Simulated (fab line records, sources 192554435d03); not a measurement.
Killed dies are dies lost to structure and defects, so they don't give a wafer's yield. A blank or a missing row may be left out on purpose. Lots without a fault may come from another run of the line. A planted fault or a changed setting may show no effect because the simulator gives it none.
Split-lot experiment | flow n5_finfet | 7 lots, 21 wafers read, on a route of 1938 steps

THE SPLIT
At N5_GATE_CUT_ALD_22 (deposits SiNx, target thk 16 nm, pulse time 1 s, ald cycles 320), the setting ald_cycles was moved away from the recipe's 320 on 12 of the 21 wafers read, by -10.9% to +12.8%. The other wafers ran this setting at the recipe's value.

The reading is taken at the split's own step.

THE READING
SiNx_of_GATE_CUT_ALD_22.thk_nm (the simulator's own value, which no gauge read), in nm, at N5_GATE_CUT_ALD_22 (deposits SiNx, target thk 16 nm, pulse time 1 s, ald cycles 320). The file gives no usual value for it. The 9 wafers here that ran the recipe average 16.0 nm, standard deviation 0.063 nm.

wafer  | tool, chamber at the split | ald_cycles as run | against the recipe | SiNx_of_GATE_CUT_ALD_22.thk_nm, nm | against lot-mates on the recipe
L074.2 | ald_sin-01, 1,0,3          | 285               | -10.9%             | 14.2                               | no lot-mate on the recipe
L074.3 | ald_sin-01, 1,0,3          | 285               | -10.9%             | 14.2                               | no lot-mate on the recipe
L074.4 | ald_sin-01, 1,0,3          | 285               | -10.9%             | 14.2                               | no lot-mate on the recipe
L075.2 | ald_sin-01, 1,3            | 361               | +12.8%             | 18                                 | +2.2
L075.6 | ald_sin-01, 1,3            | 361               | +12.8%             | 18                                 | +2.2
L075.3 | ald_sin-01, 2              | 320               | recipe             | 15.8                               | -
L077.1 | ald_sin-02, 1              | 296               | -7.5%              | 14.8                               | -1.2
L077.5 | ald_sin-02, 1              | 296               | -7.5%              | 14.8                               | -1.2
L077.6 | ald_sin-02, 2              | 320               | recipe             | 16                                 | -
L078.1 | ald_sin-02, 0,1,1          | 320               | recipe             | 16                                 | -
L078.3 | ald_sin-02, 0,1,1          | 320               | recipe             | 16                                 | -
L078.6 | ald_sin-02, 0,1,1          | 320               | recipe             | 16                                 | -
L088.2 | ald_sin-02, 1,0,2          | 294               | -8.1%              | 14.6                               | no lot-mate on the recipe
L088.4 | ald_sin-02, 1,0,2          | 294               | -8.1%              | 14.6                               | no lot-mate on the recipe
L088.5 | ald_sin-02, 1,0,2          | 294               | -8.1%              | 14.6                               | no lot-mate on the recipe
L095.1 | ald_sin-04, 3,0,0          | 320               | recipe             | 16                                 | -
L095.3 | ald_sin-04, 3,0,0          | 320               | recipe             | 16                                 | -
L095.5 | ald_sin-04, 3,0,0          | 320               | recipe             | 16                                 | -
L096.1 | ald_sin-02, 1              | 320               | recipe             | 16                                 | -
L096.3 | ald_sin-02, 3,1            | 298               | -6.9%              | 14.8                               | -1.2
L096.5 | ald_sin-02, 3,1            | 298               | -6.9%              | 14.8                               | -1.2
Where a row lists several chambers, the file gives one row for several wafers and doesn't say which wafer went through which chamber.

THE FIT
A straight line over all 21 wafers: SiNx_of_GATE_CUT_ALD_22.thk_nm changes by +0.162 nm for each +1% of ald_cycles; r = +1.00; the points scatter about the line by 0.055 nm.
The same after taking each lot's own level away (the mean of its wafers on the recipe; 15 wafers): +0.17 nm for each +1%; r = +1.00; scatter 0.032 nm.
On that fit, the largest move of ald_cycles shifts the reading by 2.2 nm.
The lots' own levels span 15.80 to 16.00 nm, that is 3.2 times the standard deviation above.
So the lot-to-lot level changes the slope little: the two slopes agree.
Check: with one of the wafers moved furthest among these (+12.8%) left out of the fit, the line predicts +2.17 nm for it against its lot-mates. It came out at +2.2 nm against them.

OTHER SPLITS ON THESE WAFERS
These wafers also went through other splits before the reading. Each is held against what the fit with the lots' levels taken away leaves over:
other split on the same wafers | wafers away from the commonest value | r with SiNx_of_GATE_CUT_ALD_22.thk_nm (lot level and that fit taken away)
N5_SD_ACTIVATION_LSA_01 temp_c | 1                                    | -

THE FILE'S OWN FIT
SiNx_of_GATE_CUT_ALD_22.thk_nm changes by +0.17 nm for each +1% of ald_cycles, r = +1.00.
